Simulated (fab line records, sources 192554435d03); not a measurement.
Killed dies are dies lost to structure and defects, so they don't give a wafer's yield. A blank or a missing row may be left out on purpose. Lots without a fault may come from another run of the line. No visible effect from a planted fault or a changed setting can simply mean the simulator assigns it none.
Chamber matching | flow n5 finfet | N5_BEOL_M7_DESCUM_16 on rie diel-06 has 4 sister chambers
The step chemistry O2, time 7.9 s. 16 wafers are shown with their chamber, then 8 later ones without.

## WAFERS, EACH WITH ITS CHAMBER
wafer  | chamber | drypump motor current A (A) | throttle valve pct (%) | showerhead plenum p Torr (Torr)
L077.2 | 0       | 6.3                         | 20.20                  | 2.13
L077.4 | 2       | 6.6                         | 20.39                  | 2.13
L077.6 | 0       | 6.3                         | 20.21                  | 2.13
L079.1 | 0       | 6.3                         | 20.20                  | 2.13
L079.2 | 2       | 6.6                         | 20.41                  | 2.13
L079.4 | 3       | 5.1                         | 20.83                  | 1.98
L084.2 | 0       | 6.2                         | 20.23                  | 2.13
L084.4 | 3       | 5.1                         | 20.84                  | 1.98
L084.6 | 3       | 5.1                         | 20.83                  | 1.98
L089.2 | 1       | 4.9                         | 20.56                  | 2.07
L089.3 | 0       | 6.2                         | 20.23                  | 2.12
L089.4 | 3       | 5.1                         | 20.85                  | 1.97
L090.1 | 0       | 6.3                         | 20.24                  | 2.12
L090.3 | 3       | 5.1                         | 20.87                  | 1.97
L090.6 | 2       | 6.6                         | 20.44                  | 2.12
L091.2 | 0       | 6.3                         | 20.24                  | 2.12

SIGNATURES (means of the wafers above)
reading                  | chamber 0 | chamber 1 | chamber 2 | chamber 3 | scatter within a chamber
drypump motor current A  | 6.271     | 4.900     | 6.600     | 5.100     | 0.0345
throttle valve pct       | 20.2214   | 20.5600   | 20.4133   | 20.8440   | 0.0189
showerhead plenum p Torr | 2.1257    | 2.0700    | 2.1267    | 1.9760    | 0.00546
Rule: for a wafer and a chamber, the distance is found by dividing, reading by reading, the gap between the wafer's reading and the chamber's mean by the reading's scatter, squaring, summing and taking the root. If the next closest chamber is less than 2 further off than the closest, the wafer can't be placed; otherwise it belongs to the closest. How the scatter is found: for the shown wafers, subtract from each reading the mean of its chamber, square and add these, divide the total by (wafers less chambers), then take the root.

## WAFERS MISSING THEIR CHAMBER
wafer  | drypump motor current A (A) | throttle valve pct (%) | showerhead plenum p Torr (Torr)
L091.5 | 6.3                         | 20.24                  | 2.12
L091.6 | 4.9                         | 20.58                  | 2.07
L092.1 | 6.2                         | 20.25                  | 2.12
L092.5 | 6.6                         | 20.43                  | 2.12
L092.6 | 5.0                         | 20.59                  | 2.07
L094.2 | 6.6                         | 20.42                  | 2.12
L094.5 | 6.3                         | 20.26                  | 2.12
L094.6 | 6.6                         | 20.46                  | 2.12

## EACH ONE'S CHAMBER
wafer  | from the rows above | in truth
L091.5 | 0                   | 0
L091.6 | 1                   | 1
L092.1 | 0                   | 0
L092.5 | 2                   | 2
L092.6 | 1                   | 1
L094.2 | 2                   | 2
L094.5 | 0                   | 0
L094.6 | 2                   | 2
Placed correctly: 8 of 8. Not placeable from these rows: 0. Placed wrongly: 0.
